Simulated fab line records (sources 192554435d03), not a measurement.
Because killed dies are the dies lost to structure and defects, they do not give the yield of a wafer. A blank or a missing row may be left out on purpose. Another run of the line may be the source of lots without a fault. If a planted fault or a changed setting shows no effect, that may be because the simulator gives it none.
Split-lot study	flow n5_finfet	7 lots, 21 wafers read, on a route of 1938 steps

## THE SPLIT ITSELF
At N5_BEOL_M8_DESCUM_16 (chemistry O2, time 7.9 s), the setting time_s was moved away from the recipe's 7.9 s on 8 of the 21 wafers read, by -14.6% to +22.2%. The other wafers ran this setting at the recipe's value.

There is no step in the file separating the split from the reading.

## THE READING
CAR-ArF_of_BEOL_M8_COAT_05.thk_nm (the simulator's own value, which no gauge read), in nm, at N5_BEOL_M8_ETCH_61 (etches SiARC in CF4, target depth 45.5 nm, time 75.8 s). No usual value for it is given in the file. The 13 wafers here that ran the recipe average 50.8 nm, standard deviation 0.17 nm.

wafer	tool, chamber at the split	time_s as run, s	against the recipe	CAR-ArF_of_BEOL_M8_COAT_05.thk_nm, nm	against lot-mates on the recipe
L077.1	rie_diel-04, 3	7.9	recipe	50.8	-
L077.4	rie_diel-04, 2	7.9	recipe	50.8	-
L077.6	rie_diel-04, 3	7.9	recipe	50.8	-
L080.2	rie_diel-04, 0	6.747	-14.6%	51.6	+0.8
L080.6	rie_diel-04, 0	6.747	-14.6%	51.6	+0.8
L080.5	rie_diel-04, 1	7.9	recipe	50.8	-
L082.4	rie_diel-03, 2	9.436	+19.4%	49.8	no lot-mate on the recipe
L082.5	rie_diel-03, 0	9.436	+19.4%	49.8	no lot-mate on the recipe
L082.6	rie_diel-03, 3	9.436	+19.4%	50	no lot-mate on the recipe
L090.3	rie_diel-04, 3	9.65	+22.2%	49.6	-1.0
L090.5	rie_diel-04, 0	9.65	+22.2%	49	-1.6
L090.6	rie_diel-04, 3	7.9	recipe	50.6	-
L092.1	rie_diel-02, 0	7.9	recipe	50.6	-
L092.4	rie_diel-02, 2	7.9	recipe	50.4	-
L092.5	rie_diel-02, 0	7.9	recipe	51	-
L089.2	rie_diel-04, 3	7.9	recipe	51	-
L089.3	rie_diel-04, 0	7.9	recipe	51	-
L089.5	rie_diel-04, 2	9.494	+20.2%	50.2	-0.8
L096.3	rie_diel-02, 1,3,0	7.9	recipe	50.8	-
L096.5	rie_diel-02, 1,3,0	7.9	recipe	50.8	-
L096.6	rie_diel-02, 1,3,0	7.9	recipe	50.8	-
The file does not say which wafer passed through which chamber wherever a row lists several chambers: such a row stands for several wafers.

FIT RESULTS
A straight line over all 21 wafers: CAR-ArF_of_BEOL_M8_COAT_05.thk_nm changes by -0.053 nm for each +1% of time_s; r = -0.93; the points scatter about the line by 0.23 nm.
The same after taking each lot's own level away (the mean of its wafers on the recipe; 18 wafers): -0.0536 nm for each +1%; r = -0.96; scatter 0.17 nm.
That fit puts the effect of the largest move of time_s on the reading at 1.2 nm.
From 50.60 to 51.00 nm: that is the span of the lots' own levels, equal to 2.4 times the standard deviation above.
Hence the lot-to-lot level has little effect on the slope; both slopes agree.
Check: with one of the wafers moved furthest among these (+22.2%) left out of the fit, the line predicts -1.26 nm for it against its lot-mates. It came out at -1 nm against them.

## THESE WAFERS: OTHER SPLITS
These wafers also went through other splits before the reading. Each is held against what the fit with the lots' levels taken away leaves over:
other split on the same wafers	wafers away from the commonest value	r with CAR-ArF_of_BEOL_M8_COAT_05.thk_nm (lot level and that fit taken away)
N5_BEOL_M4_COAT_73 spin_rpm	4	+0.00
N5_BEOL_M5_COAT_74 spin_rpm	7	-0.22
N5_BEOL_M5_COAT_22 spin_rpm	5	-0.24
N5_BEOL_M7_VIA_ETCH_34 bias_w	6	+0.37
N5_BEOL_M7_TRENCH_ETCH_37 source_w	8	-0.01

## THE WHOLE CHAIN: every reading that the file lists as answering this split, in the file's order
step	what it does	reading	change (the file's fit)	r (the file's)
N5_BEOL_M8_DESCUM_16	chemistry O2, time 7.9 s	CAR-ArF_of_BEOL_M8_COAT_05.thk_nm (the simulator's own value, which no gauge read)	-0.0478 nm for each +1% of the setting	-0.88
N5_BEOL_M8_ETCH_61	etches SiARC in CF4, target depth 45.5 nm, time 75.8 s	CAR-ArF_of_BEOL_M8_COAT_05.thk_nm (the simulator's own value, which no gauge read)	-0.051 nm for each +1% of the setting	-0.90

## FILE'S OWN FIT
CAR-ArF_of_BEOL_M8_COAT_05.thk_nm changes by -0.051 nm for each +1% of time_s, r = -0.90.
